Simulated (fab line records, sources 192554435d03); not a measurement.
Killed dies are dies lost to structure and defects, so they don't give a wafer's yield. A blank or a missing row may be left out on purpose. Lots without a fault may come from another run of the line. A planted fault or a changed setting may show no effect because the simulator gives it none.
Split-lot experiment | flow n5_finfet | 7 lots, 21 wafers read, on a route of 1938 steps

THE SPLIT
At N5_BEOL_M4_TRENCH_ETCH_37 (etches SiOC in C4F6/O2, target depth 55.555 nm, time 29.2 s), the setting bias_w was moved away from the recipe's 185 W on 8 of the 21 wafers read, by -15.1% to +7.7%. The other wafers ran this setting at the recipe's value.

The reading is taken at the split's own step.

THE READING
rf_vpp_V, in V, at N5_BEOL_M4_TRENCH_ETCH_37 (etches SiOC in C4F6/O2, target depth 55.555 nm, time 29.2 s). Fault-free wafers of this fab line usually give 668 V, standard deviation 5 V.

wafer  | tool, chamber at the split | bias_w as run, W | against the recipe | rf_vpp_V, V | against lot-mates on the recipe
L074.1 | rie_diel-06, 0             | 185              | recipe             | 665         | -
L074.3 | rie_diel-06, 3             | 157.9            | -14.6%             | 592         | -73
L074.4 | rie_diel-06, 2             | 157.9            | -14.6%             | 593         | -72
L076.1 | rie_diel-06, 2             | 185              | recipe             | 672         | -
L076.2 | rie_diel-06, 1             | 185              | recipe             | 669         | -
L076.5 | rie_diel-06, 1             | 185              | recipe             | 668         | -
L077.1 | rie_diel-03, 0             | 185              | recipe             | 666         | -
L077.4 | rie_diel-03, 1             | 157              | -15.1%             | 591         | -76
L077.5 | rie_diel-03, 0             | 185              | recipe             | 669         | -
L079.2 | rie_diel-06, 1             | 185              | recipe             | 670         | -
L079.3 | rie_diel-06, 0             | 185              | recipe             | 664         | -
L079.6 | rie_diel-06, 3             | 185              | recipe             | 673         | -
L084.1 | rie_diel-05, 1             | 185              | recipe             | 672         | -
L084.3 | rie_diel-05, 2             | 166.6            | -9.9%              | 622         | -48
L084.4 | rie_diel-05, 3             | 185              | recipe             | 667         | -
L090.1 | rie_diel-05, 1             | 185              | recipe             | 670         | -
L090.2 | rie_diel-05, 3             | 199.3            | +7.7%              | 706         | +36
L090.6 | rie_diel-05, 0             | 199.3            | +7.7%              | 700         | +30
L091.1 | rie_diel-03, 1             | 185              | recipe             | 674         | -
L091.3 | rie_diel-03, 3             | 196.7            | +6.3%              | 700         | +26
L091.6 | rie_diel-03, 3             | 196.7            | +6.3%              | 701         | +27

THE FIT
A straight line over all 21 wafers: rf_vpp_V changes by +5.01 V for each +1% of bias_w; r = +1.00; the points scatter about the line by 3.3 V.
The same after taking each lot's own level away (the mean of its wafers on the recipe; 21 wafers): +4.78 V for each +1%; r = +1.00; scatter 2.8 V.
On that fit, the largest move of bias_w shifts the reading by 72 V.
The lots' own levels span 665.0 to 674.0 V, that is 1.8 times the standard deviation above.
So the lot-to-lot level changes the slope little: the two slopes agree.
Check: with one of the wafers moved furthest among these (-15.1%) left out of the fit, the line predicts -72.4 V for it against its lot-mates. It came out at -76.5 V against them.
Tool readings at the split's step, against how far the setting was moved: rf_vpp_V r = +1.00.

OTHER SPLITS ON THESE WAFERS
These wafers also went through other splits before the reading. Each is held against what the fit with the lots' levels taken away leaves over:
other split on the same wafers     | wafers away from the commonest value | r with rf_vpp_V (lot level and that fit taken away)
N5_BEOL_M1_COAT_61 spin_rpm        | 6                                    | -0.10
N5_BEOL_M2_DESCUM_33 time_s        | 8                                    | +0.09
N5_BEOL_M2_TRENCH_ETCH_37 source_w | 7                                    | +0.13
N5_BEOL_M3_COAT_76 spin_rpm        | 9                                    | -0.12
N5_BEOL_M4_ETCH_70 source_w        | 7                                    | +0.10

THE FILE'S OWN FIT
rf_vpp_V changes by +4.86 V for each +1% of bias_w, r = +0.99.
